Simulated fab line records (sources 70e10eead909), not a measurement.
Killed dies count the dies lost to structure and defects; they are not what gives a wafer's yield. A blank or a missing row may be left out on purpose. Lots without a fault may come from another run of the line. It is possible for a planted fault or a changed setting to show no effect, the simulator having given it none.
Matching of chambers :: flow nandHarc :: NHARC_A_WL_FILL_ALD_10 on aldHk-04 has 4 sister chambers
The step deposits SiO2, target thk 50 nm, pulse time 10 s, ald cycles 500. 16 wafers are shown with their chamber, then 8 later ones without.

## WAFERS PAIRED WITH THEIR CHAMBERS
wafer: L078.2
chamber: 0
heaterPowerW (W): 425
precursorPulseHeightRel: 0.997

wafer: L078.3
chamber: 2
heaterPowerW (W): 451
precursorPulseHeightRel: 1.007

wafer: L078.6
chamber: 0
heaterPowerW (W): 415
precursorPulseHeightRel: 1.026

wafer: L081.3
chamber: 3
heaterPowerW (W): 469
precursorPulseHeightRel: 1.048

wafer: L081.5
chamber: 1
heaterPowerW (W): 444
precursorPulseHeightRel: 0.964

wafer: L081.6
chamber: 2
heaterPowerW (W): 454
precursorPulseHeightRel: 0.974

wafer: L082.2
chamber: 0
heaterPowerW (W): 418
precursorPulseHeightRel: 1.017

wafer: L082.3
chamber: 1
heaterPowerW (W): 460
precursorPulseHeightRel: 0.987

wafer: L082.4
chamber: 3
heaterPowerW (W): 452
precursorPulseHeightRel: 0.993

wafer: L088.3
chamber: 0
heaterPowerW (W): 414
precursorPulseHeightRel: 0.955

wafer: L088.5
chamber: 3
heaterPowerW (W): 469
precursorPulseHeightRel: 0.976

wafer: L088.6
chamber: 0
heaterPowerW (W): 421
precursorPulseHeightRel: 1.018

wafer: L089.3
chamber: 3
heaterPowerW (W): 454
precursorPulseHeightRel: 1.008

wafer: L089.4
chamber: 2
heaterPowerW (W): 402
precursorPulseHeightRel: 0.987

wafer: L089.6
chamber: 0
heaterPowerW (W): 433
precursorPulseHeightRel: 0.987

wafer: L090.2
chamber: 3
heaterPowerW (W): 453
precursorPulseHeightRel: 0.998

SIGNATURES (means of the wafers above)
reading: heaterPowerW
chamber 0: 421.00
chamber 1: 452.00
chamber 2: 435.67
chamber 3: 459.40
scatter within a chamber: 14.1

reading: precursorPulseHeightRel
chamber 0: 1.00000
chamber 1: 0.97550
chamber 2: 0.98933
chamber 3: 1.00460
scatter within a chamber: 0.0245
Rule: for each reading, subtract the chamber's mean from the wafer's reading, divide by that reading's scatter and square the result; add these up over the readings and take the root, which gives the wafer's distance from the chamber. The wafer belongs to the nearest chamber; if the next one is less than 2 further off, it can't be placed. The scatter is the square root of a quotient: the sum, over the shown wafers, of each reading's squared deviation from its chamber's mean, divided by wafers minus chambers.

## WAFERS WITHOUT THEIR CHAMBER
wafer: L090.4
heaterPowerW (W): 491
precursorPulseHeightRel: 0.977

wafer: L090.5
heaterPowerW (W): 402
precursorPulseHeightRel: 0.976

wafer: L094.1
heaterPowerW (W): 416
precursorPulseHeightRel: 1.014

wafer: L094.2
heaterPowerW (W): 420
precursorPulseHeightRel: 0.997

wafer: L094.3
heaterPowerW (W): 478
precursorPulseHeightRel: 0.972

wafer: L096.2
heaterPowerW (W): 489
precursorPulseHeightRel: 1.026

wafer: L096.3
heaterPowerW (W): 416
precursorPulseHeightRel: 1.006

wafer: L096.6
heaterPowerW (W): 477
precursorPulseHeightRel: 0.984

## THE CHAMBER EACH PASSED THROUGH
wafer: L090.4
from the rows above: can't be placed: 3 or 1 or 2
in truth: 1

wafer: L090.5
from the rows above: can't be placed: 0 or 2 or 1
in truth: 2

wafer: L094.1
from the rows above: can't be placed: 0 or 2
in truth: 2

wafer: L094.2
from the rows above: can't be placed: 0 or 2
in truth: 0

wafer: L094.3
from the rows above: can't be placed: 1 or 3 or 2
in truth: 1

wafer: L096.2
from the rows above: can't be placed: 3 or 1 or 2
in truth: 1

wafer: L096.3
from the rows above: can't be placed: 0 or 2
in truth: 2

wafer: L096.6
from the rows above: can't be placed: 3 or 1 or 2
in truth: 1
Placed correctly: 0 of 8. Cannot be placed on the basis of these rows: 8; the candidates contain the true chamber in 8. Wrongly placed: 0.
